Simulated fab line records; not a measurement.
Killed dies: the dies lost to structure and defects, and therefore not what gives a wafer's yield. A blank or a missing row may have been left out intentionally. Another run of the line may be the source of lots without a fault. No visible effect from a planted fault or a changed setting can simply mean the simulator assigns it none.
fab line records | flow nand-harc
[record] lots = 14 wafers = 42 last-day = 33
route steps=1302 shown A_DECK1_JOINT@543 A_ONON_D2@554 END@1302
lots untouched by any fault: they come from a run of this same line in which no faults occurred
start-h: hours from the record's first day to the start of the lot's first wafer shown | wait-h: time in hours since the lot's previous step | " identical to the entry in the row above | L1.1+2: a row that stands for several wafers | - no value present, or no start provided | * or withheld: withheld | < > ~ a bound
route shown NAME@n: NAME is a module with steps in the file, n the number in the route of the first one | usual: mean/standard deviation taken from wafers without a fault | same: alike in all rows | chamber/n: place in a boat | sites: the reading at each site | _std_site: the standard deviation of these | _edge_site: mean of outer sites minus mean of inner sites | radius-mm: for every site, how far away it sits from the centre of the wafer | mask NAME#n: copy n | behind: tool/chamber where the wafer was last shaped | hold: what put the lot on hold/how long, in hours/how the hold closed | device: the n, p or np transistor that did not switch | end of line: tests run on the same wafers once the route is complete | a step given without rows: its recipe and nothing more | killed: dies lost to structure and defects at the first sort, not the wafer's yield | map: a wafer's dies, x killed, . not, _ none there
set.NAME: the setting the step ran with; set.NAME@STEP: the setting that earlier step ran with | model.NAME: the simulator's own value behind a step, which no gauge read
steps of the route over a sample of lots; a table a step, a row a wafer
services: when a tool's chamber went out of use (start-h, in hours from the record's first day, below 0 if earlier), for how many hours, and the reason
[[steps]]
[step NHARC_A_DECK1_JOINT_THK_MEAS_17]
[recipe] thk-meas-gauge = ellipsometry
[usual] thk-nm = 45.2/1.1
// columns lot.wafer tool chamber start-h wait-h thk-nm
L480.1 film-metro-01 - 295.52 0.3 44.1
L480.2 " - " " 46.8
L480.6 " - " " 47.9
L481.2 film-metro-02 - 295.52 0.2 45.0
L481.4 " - " " 44.0
L481.6 " - " " 45.5
L482.1 film-metro-01 - 312.96 0.2 46.4
L482.4 " - " " 45.7
L482.6 " - " " 44.3
L484.2 film-metro-01 - 322.14 0.3 44.6
L484.4 " - " " 45.7
L484.6 " - " " 44.5
L488.2 film-metro-02 - 371.61 0.3 45.8
L488.3 " - " " 45.0
L488.4 " - " " 46.2
L491.1 film-metro-01 - 387.49 0.3 43.3
L491.5 " - " " 45.0
L491.6 " - " " 45.0
L493.2 film-metro-02 - 417.25 0.3 43.6
L493.4 " - " " 45.3
L493.6 " - " " 45.0
L495.1 film-metro-02 - 440.76 0.3 44.3
L495.4 " - " " 45.0
L495.5 " - " " 44.6
L497.4 film-metro-02 - 460.64 0.2 46.6
L497.5 " - " " 45.6
L497.6 " - " " 42.9
L498.2 film-metro-02 - 468.49 0.2 45.1
L498.3 " - " " 47.0
L498.6 " - " " 45.7
L499.1 film-metro-02 - 476.71 0.2 44.8
L499.4 " - " " 45.4
L499.5 " - " " 46.6
L500.1 film-metro-01 - 486.21 0.2 45.1
L500.3 " - " " 45.5
L500.4 " - " " 46.6
L501.1 film-metro-01 - 495.08 0.2 44.3
L501.3 " - " " 44.8
L501.6 " - " " 44.6
L502.2 film-metro-02 - 504.34 0.2 45.2
L502.4 " - " " 46.1
L502.5 " - " " 44.4
[step NHARC_A_ONON_D2_THK_MEAS_14]
[recipe] thk-meas-gauge = ellipsometry
[usual] thk-nm = 1002/11
// columns lot.wafer tool chamber start-h wait-h thk-nm
L480.1 film-metro-02 - 298.40 - 1010
L480.2 " - " " 1008
L480.6 " - " " 1011
L481.2 film-metro-01 - 298.41 - 995
L481.4 " - " " 993
L481.6 " - " " 994
L482.1 film-metro-01 - 315.85 - 998
L482.4 " - " " 1000
L482.6 " - " " 998
L484.2 film-metro-02 - 325.02 - 988
L484.4 " - " " 988
L484.6 " - " " 985
L488.2 film-metro-01 - 374.51 - 1023
L488.3 " - " " 1022
L488.4 " - " " 1023
L491.1 film-metro-02 - 390.38 - 990
L491.5 " - " " 990
L491.6 " - " " 989
L493.2 film-metro-02 - 420.14 - 993
L493.4 " - " " 995
L493.6 " - " " 994
L495.1 film-metro-01 - 443.63 - 1017
L495.4 " - " " 1018
L495.5 " - " " 1018
L497.4 film-metro-02 - 463.51 - 1004
L497.5 " - " " 1004
L497.6 " - " " 1004
L498.2 film-metro-01 - 471.37 - 990
L498.3 " - " " 989
L498.6 " - " " 989
L499.1 film-metro-02 - 479.59 - 1007
L499.4 " - " " 1009
L499.5 " - " " 1007
L500.1 film-metro-01 - 489.09 - 1009
L500.3 " - " " 1010
L500.4 " - " " 1010
L501.1 film-metro-02 - 497.95 - 1017
L501.3 " - " " 1017
L501.6 " - " " 1017
L502.2 film-metro-02 - 507.21 - 1001
L502.4 " - " " 1004
L502.5 " - " " 1002
[step NHARC_A_ONON_D2_DEP_16]
[recipe] target-thk-a = 10000 n2-flow-sccm = 2750 n2o-flow-sccm = 2000 nh3-flow-sccm = 500 sih4-flow-sccm = 210 temp-c = 400
// columns lot.wafer tool chamber start-h wait-h
L480.1+2+6 pecvd-onon-01 0 305.56 0.4
L481.2+4+6 pecvd-onon-04 0 305.62 0.4
L482.1+4+6 pecvd-onon-04 0 324.17 0.5
L484.2+4+6 pecvd-onon-01 0 334.20 0.4
L488.2+3+4 pecvd-onon-01 0 382.05 0.4
L491.1+5+6 pecvd-onon-01 0 397.17 0.4
L493.2+4+6 pecvd-onon-02 0 427.82 0.4
L495.1+4+5 pecvd-onon-02 0 452.13 0.4
L497.4+5+6 pecvd-onon-02 0 470.60 0.6
L498.2+3+6 pecvd-onon-02 0 478.90 0.4
L499.1+4+5 pecvd-onon-04 0 486.40 0.4
L500.1+3+4 pecvd-onon-02 0 499.86 0.4
L501.1+3+6 pecvd-onon-02 0 505.20 0.4
L502.2+4+5 pecvd-onon-04 0 514.10 0.4
[step NHARC_A_ONON_D2_THK_MEAS_18]
[recipe] thk-meas-gauge = ellipsometry
[usual] thk-nm = 999/9.3
// columns lot.wafer tool chamber start-h wait-h thk-nm
L480.1 film-metro-02 - 306.06 - 1004
L480.2 " - " " 1003
L480.6 " - " " 1005
L481.2 film-metro-01 - 306.07 - 995
L481.4 " - " " 996
L481.6 " - " " 998
L482.1 film-metro-01 - 324.69 - 993
L482.4 " - " " 992
L482.6 " - " " 993
L484.2 film-metro-01 - 334.65 - 1010
L484.4 " - " " 1011
L484.6 " - " " 1011
L488.2 film-metro-01 - 382.50 - 695
L488.3 " - " " 694
L488.4 " - " " 694
L491.1 film-metro-02 - 397.68 - 708
L491.5 " - " " 708
L491.6 " - " " 708
L493.2 film-metro-01 - 428.27 - 998
L493.4 " - " " 1000
L493.6 " - " " 1000
L495.1 film-metro-01 - 452.64 - 1005
L495.4 " - " " 1001
L495.5 " - " " 1002
L497.4 film-metro-01 - 470.94 - 1005
L497.5 " - " " 1004
L497.6 " - " " 1006
L498.2 film-metro-01 - 479.35 - 998
L498.3 " - " " 997
L498.6 " - " " 999
L499.1 film-metro-01 - 486.91 - 1000
L499.4 " - " " 997
L499.5 " - " " 999
L500.1 film-metro-02 - 500.37 - 1013
L500.3 " - " " 1010
L500.4 " - " " 1011
L501.1 film-metro-02 - 505.71 - 993
L501.3 " - " " 992
L501.6 " - " " 993
L502.2 film-metro-02 - 514.55 - 995
L502.4 " - " " 996
L502.5 " - " " 997
[step NHARC_END_SORT_01]
[recipe] temp-c = 25
[usual] killed-at-array = 55/20 killed-at-other = 1.2/1.3 killed-at-periphery = 4.0/3 killed-dies = 60/21 killed-open = 3.2/1.9 killed-short = 2.5/1.6
[same] gross-dies = 677
// columns lot.wafer tool chamber start-h wait-h killed-at-array killed-at-other killed-at-periphery killed-dies killed-open killed-short
L491.1 prober-01 0 684.72 2.5 669 0 8 677 4 1
L491.5 prober-01 0 687.89 3.7 669 2 6 677 4 1
L491.6 prober-01 0 688.69 4.0 674 1 2 677 2 3
L488.2 prober-01 0 693.28 2.8 673 1 3 677 3 3
L488.3 prober-01 0 694.07 3.1 669 6 2 677 4 0
L488.4 prober-01 0 694.85 3.4 675 1 1 677 3 5
// killed by level:class
L491.1 A_ONON_D2:area-dep=601 A_SLIT:chamber-film-flake=34 A_CHANNEL_HOLE_D2:chamber-film-flake=12 A_CONTACT:chamber-film-flake=9 P_BONDPAD:chamber-film-flake=5 A_CHANNEL_HOLE_D1:chamber-film-flake=3 P_GATE:chamber-film-flake=2 A_WL_FILL:chamber-film-flake=2
L491.5 A_ONON_D2:area-dep=617 A_SLIT:chamber-film-flake=17 A_CHANNEL_HOLE_D2:chamber-film-flake=12 A_CHANNEL_HOLE_D1:chamber-film-flake=8 A_CONTACT:chamber-film-flake=7 A_STAIRCASE:chamber-film-flake=3 P_GATE:chamber-film-flake=2 P_BONDPAD:chamber-film-flake=2
L491.6 A_ONON_D2:area-dep=609 A_SLIT:chamber-film-flake=31 A_CHANNEL_HOLE_D2:chamber-film-flake=15 A_CHANNEL_HOLE_D1:chamber-film-flake=5 A_STAIRCASE:chamber-film-flake=3 A_WL_FILL:chamber-film-flake=3 A_CONTACT:chamber-film-flake=3 A_ONON_D1:geometric-particle:short=1
L488.2 A_ONON_D2:area-dep=630 A_SLIT:chamber-film-flake=21 A_CHANNEL_HOLE_D1:chamber-film-flake=6 A_CHANNEL_HOLE_D2:chamber-film-flake=5 A_STAIRCASE:chamber-film-flake=2 A_SLIT:unspecified=2 A_BONDPAD:chamber-film-flake=2 P_CONTACT:geometric-particle:open=1
L488.3 A_ONON_D2:area-dep=619 A_SLIT:chamber-film-flake=24 THIN_TSV:chamber-film-flake=6 A_CHANNEL_HOLE_D1:chamber-film-flake=5 A_STAIRCASE:chamber-film-flake=5 A_CHANNEL_HOLE_D2:chamber-film-flake=4 A_M0:geometric-particle:open=2 A_CHANNEL_FILL_D1:chamber-film-flake=2
L488.4 A_ONON_D2:area-dep=605 A_SLIT:chamber-film-flake=28 A_CHANNEL_HOLE_D2:chamber-film-flake=14 A_CHANNEL_HOLE_D1:chamber-film-flake=11 A_STAIRCASE:chamber-film-flake=5 A_DECK1_JOINT:geometric-particle:short=2 A_SLIT:unspecified=2 A_BONDPAD:chamber-film-flake=2
[[services]]
// columns tool chamber start-h hours kind
pecvd-onon-04 - 311.17 13.0 pm
pecvd-onon-02 - 366.32 13.0 pm
pecvd-onon-01 - 450.00 13.0 pm
pecvd-onon-01 - 484.97 2.6 repair
pecvd-onon-04 - 492.17 13.0 pm
[[key]]
[first-sign] step = NHARC_A_ONON_D2_THK_MEAS_18 reading = thk-nm direction = down sigmas = 32 usual = 999 struck = 701
[effect] step = NHARC_END_SORT_01 reading = killed-at-array direction = up sigmas = 30 usual = 55 struck = 672
[more-kills-born-at] NHARC_A_ONON_D2_DEP_16@pecvd-onon-01 = 3681
met-at NHARC_A_ONON_D2_DEP_16
struck-lots L488,L491
struck-wafers L488.2,L488.3,L488.4,L491.1,L491.5,L491.6
later-rows-left-out L488.2,L488.3,L488.4,L491.1,L491.5,L491.6
tester-left-out L488,L491
not-acting-at NHARC_A_DECK1_JOINT_THK_MEAS_17,NHARC_A_ONON_D2_THK_MEAS_14
onset-between 334.20 382.05
[fault] kind = process-parameter-drift tool = pecvd-onon-01 chamber = 0 onset-h = 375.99 steps = NHARC_A_ONON_D2_DEP_16 channel = target-thk-a offset = * shape = step end-h = 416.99 acts-in = * stated = *
// tester-left-out: of these lots the tester's yield and bins aren't shown, on N5 and GAA mostly nor the transistor test; their killed dies are dies lost to structure and defects alone, not to doping, threshold or leakage, so they don't give the yield
// later-rows-left-out: the simulator's readings of these wafers behind a module that went badly wrong aren't trusted and aren't shown, but for the sort
